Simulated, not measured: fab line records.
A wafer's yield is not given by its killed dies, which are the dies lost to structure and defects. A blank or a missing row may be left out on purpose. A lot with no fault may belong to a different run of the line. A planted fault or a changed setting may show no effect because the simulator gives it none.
Which tool did it? | flow n5 finfet | 10 lots, 29 wafers sampled, at 6 steps of a route of 1938

WHAT THE GAUGES SHOWED, per wafer
N5_BEOL_M3_THK_MEAS_01.
lot  | measured     | on            | M3_ILD_THK (nm)
L230 | day 7 18:01  | film metro-02 | 78.6 79.0 80.9
L231 | day 7 21:29  | film metro-02 | 79.6 77.6 80.5
L232 | day 8 01:55  | film metro-02 | 79.2 79.3 79.1
L233 | day 8 07:44  | film metro-01 | 77.8 79.2 79.5
L242 | day 10 20:58 | film metro-02 | 93.6 79.4
L245 | day 10 22:14 | film metro-02 | 79.3 77.7 80.1
L246 | day 11 03:32 | film metro-01 | 78.9 81.3 79.5
L248 | day 12 06:25 | film metro-02 | 77.5 78.2 80.9
L251 | day 13 06:29 | film metro-01 | 77.3 79.1 79.0
L253 | day 13 20:57 | film metro-02 | 80.5 79.2 78.7

N5_BEOL_M4_RC_MEAS_101.
lot  | measured     | on        | DIBL_N (mV/V)  | DIBL_P (mV/V)  | IOFF_N (nA/um)    | IOFF_P (nA/um) | ION_N (uA/um) | ION_P (uA/um) | SS_N (mV/dec)  | SS_P (mV/dec)  | VT_N (mV)   | VT_P (mV)
L230 | day 9 13:23  | prober-02 | 37.6 35.0 36.7 | 37.7 34.2 37.0 | 0.208 0.148 0.181 | 0.24 0.19 0.23 | 694 678 676   | 467 468 460   | 71.5 71.5 71.1 | 74.4 73.2 73.8 | 245 247 247 | -250 -250 -248
L231 | day 9 16:58  | prober-02 | 36.0 39.0 35.8 | 33.8 39.3 34.8 | 0.128 0.195 0.135 | 0.19 0.27 0.20 | 644 685 658   | 452 472 451   | 70.7 71.7 71.0 | 72.8 73.7 73.5 | 254 249 253 | -255 -247 -252
L232 | day 9 19:17  | prober-02 | 40.0 35.2 35.3 | 39.3 33.5 33.8 | 0.244 0.147 0.142 | 0.29 0.18 0.19 | 701 679 672   | 475 459 459   | 72.2 70.7 71.1 | 74.9 73.0 73.3 | 244 249 251 | -246 -251 -251
L233 | day 10 01:29 | prober-01 | 33.4 35.9 33.6 | 31.8 34.4 31.7 | 0.111 0.152 0.112 | 0.16 0.20 0.16 | 658 693 679   | 455 473 467   | 70.3 70.8 70.9 | 72.7 72.9 72.5 | 254 248 253 | -255 -249 -254
L242 | day 12 11:02 | prober-02 | 36.2 37.6      | 37.6 39.2      | 0.172 0.200       | 0.23 0.27      | 702 708       | 483 481       | 71.0 72.1      | 73.5 74.2      | 249 245     | -249 -250
L245 | day 12 12:54 | prober-01 | 38.0 34.2 36.3 | 38.6 34.1 35.9 | 0.177 0.116 0.141 | 0.21 0.15 0.18 | 685 669 666   | 464 459 455   | 71.6 70.7 71.8 | 73.8 71.3 72.8 | 247 253 254 | -251 -256 -251
L246 | day 13 04:33 | prober-01 | 33.9 35.4 35.3 | 34.0 34.9 35.1 | 0.114 0.128 0.133 | 0.19 0.20 0.21 | 666 654 672   | 461 456 468   | 70.4 70.9 70.9 | 73.0 72.7 72.8 | 253 254 252 | -250 -251 -250
L248 | day 14 01:10 | prober-01 | 34.8 35.3 35.4 | 34.1 34.8 35.1 | 0.139 0.144 0.147 | 0.19 0.19 0.20 | 680 671 667   | 466 457 456   | 70.9 70.9 71.1 | 72.9 72.8 73.9 | 250 251 249 | -251 -251 -253
L251 | day 14 09:38 | prober-02 | 36.3 34.6 37.7 | 36.8 35.0 38.3 | 0.149 0.125 0.171 | 0.21 0.17 0.22 | 681 665 680   | 467 463 469   | 71.3 71.1 71.8 | 72.9 73.0 73.6 | 248 251 250 | -253 -256 -250
L253 | day 15 06:53 | prober-02 | 37.4 37.5 36.9 | 38.5 37.4 37.8 | 0.181 0.181 0.172 | 0.25 0.24 0.24 | 683 694 696   | 464 476 480   | 72.0 72.1 71.8 | 73.1 73.9 73.8 | 248 246 249 | -249 -248 -249

WHAT TOOL EACH LOT RAN ON (gives the tool, then ch and the chambers of the sampled wafers, and finally the start)
lot  | N5_BEOL_M2_SPUTTER_90        | N5_BEOL_M2_ANNEAL_91         | N5_BEOL_M2_ANNEAL_93         | N5_BEOL_M3_ILD_DEP_00
L230 | pvd sputter-02, day 7 15:50  | pvd sputter-02, day 7 15:55  | pvd sputter-02, day 7 16:08  | pecvd-03 ch 0,1,2, day 7 17:56
L231 | pvd sputter-03, day 7 19:34  | pvd sputter-03, day 7 19:39  | pvd sputter-03, day 7 19:52  | pecvd-03 ch 0,1,2, day 7 21:25
L232 | pvd sputter-03, day 7 21:25  | pvd sputter-03, day 7 21:29  | pvd sputter-03, day 7 21:43  | pecvd-01 ch 1,2, day 8 01:50
L233 | pvd sputter-02, day 8 01:00  | pvd sputter-02, day 8 01:05  | pvd sputter-02, day 8 01:18  | pecvd-01 ch 1,2, day 8 07:38
L242 | pvd sputter-03, day 10 19:07 | pvd sputter-03, day 10 19:12 | pvd sputter-03, day 10 19:25 | pecvd-01 ch 0, day 10 20:53
L245 | pvd sputter-02, day 10 20:18 | pvd sputter-02, day 10 20:23 | pvd sputter-02, day 10 20:36 | pecvd-03 ch 1,2, day 10 22:10
L246 | pvd sputter-03, day 11 01:41 | pvd sputter-03, day 11 01:46 | pvd sputter-03, day 11 01:59 | pecvd-03 ch 0,1,2, day 11 03:28
L248 | pvd sputter-03, day 12 04:34 | pvd sputter-03, day 12 04:38 | pvd sputter-03, day 12 04:52 | pecvd-03 ch 0,1,2, day 12 06:20
L251 | pvd sputter-03, day 13 04:38 | pvd sputter-03, day 13 04:43 | pvd sputter-03, day 13 04:56 | pecvd-01 ch 0,2, day 13 06:25
L253 | pvd sputter-02, day 13 19:07 | pvd sputter-02, day 13 19:11 | pvd sputter-02, day 13 19:25 | pecvd-03 ch 0,1,2, day 13 20:53
- N5_BEOL_M2_SPUTTER_90: material Cu, target thk 4.5 nm, time 8.29 s.
- N5_BEOL_M2_ANNEAL_91: time 240 s.
- N5_BEOL_M2_ANNEAL_93: time 240 s.
- N5_BEOL_M3_ILD_DEP_00: deposits SiOC from DEMS/O2, target thk 79 nm, time 15.3 s.

WHAT THE TOOLS THEMSELVES READ (means of the sampled wafers that have a number; where no wafer has one, the mark that the record gives instead)
N5_BEOL_M2_SPUTTER_90.
lot  | tool           | chuck gas flow sccm (sccm) | substrate temp c (C) | throttle valve pct (%)
L230 | pvd sputter-02 | 1.22                       | -20.01               | 29.3
L231 | pvd sputter-03 | 1.29                       | -19.84               | 30.2
L232 | pvd sputter-03 | 1.23                       | -19.91               | 29.7
L233 | pvd sputter-02 | 1.26                       | -20.01               | 30.0
L242 | pvd sputter-03 | 1.28                       | -19.95               | 29.6
L245 | pvd sputter-02 | 1.30                       | -19.99               | 29.6
L246 | pvd sputter-03 | 1.29                       | -19.99               | 29.1
L248 | pvd sputter-03 | 1.22                       | -19.99               | 30.3
L251 | pvd sputter-03 | 1.27                       | -20.13               | 28.7
L253 | pvd sputter-02 | 1.30                       | -20.02               | 30.1

N5_BEOL_M2_ANNEAL_91.
lot  | tool           | heater power w (W)
L230 | pvd sputter-02 | 798
L231 | pvd sputter-03 | 758
L232 | pvd sputter-03 | 793
L233 | pvd sputter-02 | 694
L242 | pvd sputter-03 | 787
L245 | pvd sputter-02 | 822
L246 | pvd sputter-03 | 793
L248 | pvd sputter-03 | 746
L251 | pvd sputter-03 | 788
L253 | pvd sputter-02 | 788

N5_BEOL_M2_ANNEAL_93.
lot  | tool           | heater power w (W)
L230 | pvd sputter-02 | 794
L231 | pvd sputter-03 | 751
L232 | pvd sputter-03 | 783
L233 | pvd sputter-02 | 692
L242 | pvd sputter-03 | 790
L245 | pvd sputter-02 | 808
L246 | pvd sputter-03 | 806
L248 | pvd sputter-03 | 756
L251 | pvd sputter-03 | 797
L253 | pvd sputter-02 | 782

N5_BEOL_M3_ILD_DEP_00.
lot  | tool     | heater power w (W) | showerhead plenum p Torr (Torr) | throttle valve pct (%)
L230 | pecvd-03 | 494                | 5.699                           | 12.6
L231 | pecvd-03 | 477                | 5.696                           | 12.6
L232 | pecvd-01 | 405                | 5.699                           | 12.1
L233 | pecvd-01 | 431                | 5.695                           | 11.6
L242 | pecvd-01 | 414                | 5.697                           | 11.5
L245 | pecvd-03 | 412                | 5.692                           | 12.5
L246 | pecvd-03 | 443                | 5.697                           | 12.7
L248 | pecvd-03 | 494                | 5.696                           | 12.7
L251 | pecvd-01 | 405                | 5.708                           | 11.1
L253 | pecvd-03 | 485                | 5.703                           | 12.8

THE ANSWER, worked out from the rows above alone
Rule: usual is defined by the lots themselves. The widest of any qualifying gaps counts: lots, ordered by their means at a reading, are off when they make up no more than a third of the lots, leave a main group of 4 or more, and stand apart from it by 3 or more times the standard deviation of that group's means. Not used: any main group whose means are identical at the precision the tables above print for the reading. Also off: a lot with no number at a reading for which 4 or more lots have one. Any other lot the step has rows for is counted as sound. The gauges are gone through in route order, then the tools' own readings, and for those a lot's mean is taken as printed above. At the first step where some lot is off, the reading lying furthest off is the one used; lots without a number count as furthest.
Off: at N5_BEOL_M3_THK_MEAS_01 (M3_ILD_THK), L242. For the main group the mean is 79.2 nm and the standard deviation 0.4.
A tool fits if, at a process step before that reading, it ran every lot that is off, and no sound lot after the first of them. Those tools and the gauges at N5_BEOL_M3_THK_MEAS_01 are tried in the same way. No candidate that was tried fits.

WHAT WAS PUT IN BY THE SIMULATOR
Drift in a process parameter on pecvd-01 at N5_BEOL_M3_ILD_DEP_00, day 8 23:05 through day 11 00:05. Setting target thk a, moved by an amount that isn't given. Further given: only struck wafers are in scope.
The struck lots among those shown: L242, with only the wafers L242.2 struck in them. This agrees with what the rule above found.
